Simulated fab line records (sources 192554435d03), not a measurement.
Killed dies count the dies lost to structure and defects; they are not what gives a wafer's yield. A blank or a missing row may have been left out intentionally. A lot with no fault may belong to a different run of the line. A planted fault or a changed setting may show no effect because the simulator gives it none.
Chamber matching / flow n5-finfet / 3 sister chambers for N5_BEOL_M9_CURE_71 on uv-cure-01
The step cures SiCOH lowk, time 240 s. 6 wafers are shown with their chamber, then 11 later ones without.

WAFERS WITH THEIR CHAMBER
wafer=L076.6; chamber=0; wafer_temp_C_max=386.4; lamp-power-pct (%)=52.29
wafer=L077.4; chamber=2; wafer_temp_C_max=385.9; lamp-power-pct (%)=52.30
wafer=L077.5; chamber=2; wafer_temp_C_max=385.5; lamp-power-pct (%)=52.28
wafer=L085.4; chamber=1; wafer_temp_C_max=386.2; lamp-power-pct (%)=52.22
wafer=L085.5; chamber=1; wafer_temp_C_max=386.9; lamp-power-pct (%)=52.33
wafer=L088.2; chamber=0; wafer_temp_C_max=385.6; lamp-power-pct (%)=52.31

WAFERS WITH NO CHAMBER GIVEN
wafer=L088.3; wafer_temp_C_max=386.6; lamp-power-pct (%)=52.32
wafer=L088.5; wafer_temp_C_max=386.0; lamp-power-pct (%)=52.26
wafer=L091.1; wafer_temp_C_max=386.1; lamp-power-pct (%)=52.27
wafer=L091.2; wafer_temp_C_max=386.1; lamp-power-pct (%)=52.25
wafer=L091.4; wafer_temp_C_max=385.9; lamp-power-pct (%)=52.41
wafer=L094.1; wafer_temp_C_max=386.5; lamp-power-pct (%)=52.23
wafer=L094.2; wafer_temp_C_max=386.9; lamp-power-pct (%)=52.36
wafer=L094.3; wafer_temp_C_max=386.3; lamp-power-pct (%)=52.44
wafer=L096.1; wafer_temp_C_max=387.2; lamp-power-pct (%)=52.42
wafer=L096.5; wafer_temp_C_max=386.9; lamp-power-pct (%)=52.26
wafer=L096.6; wafer_temp_C_max=386.6; lamp-power-pct (%)=52.32

THE CHAMBER EACH PASSED THROUGH
wafer=L088.3; from the rows above=can't be placed: 1 or 0 or 2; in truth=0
wafer=L088.5; from the rows above=can't be placed: 0 or 2 or 1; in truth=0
wafer=L091.1; from the rows above=can't be placed: 0 or 2 or 1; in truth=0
wafer=L091.2; from the rows above=can't be placed: 0 or 1 or 2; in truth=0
wafer=L091.4; from the rows above=can't be placed: 0 or 2 or 1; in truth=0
wafer=L094.1; from the rows above=can't be placed: 1 or 0 or 2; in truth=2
wafer=L094.2; from the rows above=can't be placed: 1 or 0 or 2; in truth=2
wafer=L094.3; from the rows above=can't be placed: 0 or 2 or 1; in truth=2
wafer=L096.1; from the rows above=can't be placed: 1 or 0 or 2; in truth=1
wafer=L096.5; from the rows above=can't be placed: 1 or 0 or 2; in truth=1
wafer=L096.6; from the rows above=can't be placed: 1 or 0 or 2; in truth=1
Placed correctly: 0 of 11. Cannot be placed on the basis of these rows: 11; the candidates contain the true chamber in 11. Placed wrongly: 0.
How it was worked out, from the rows above alone: a wafer's distance from a chamber is the root of the sum, over the readings, of the square of ((its reading less the chamber's mean) divided by the reading's scatter). If the next closest chamber is less than 2 further off than the closest, the wafer can't be placed; otherwise it belongs to the closest. A chamber's mean is the mean of its shown wafers. The scatter: the root of (the sum of the squares of (reading less its chamber's mean) over the shown wafers, divided by (wafers less chambers)).
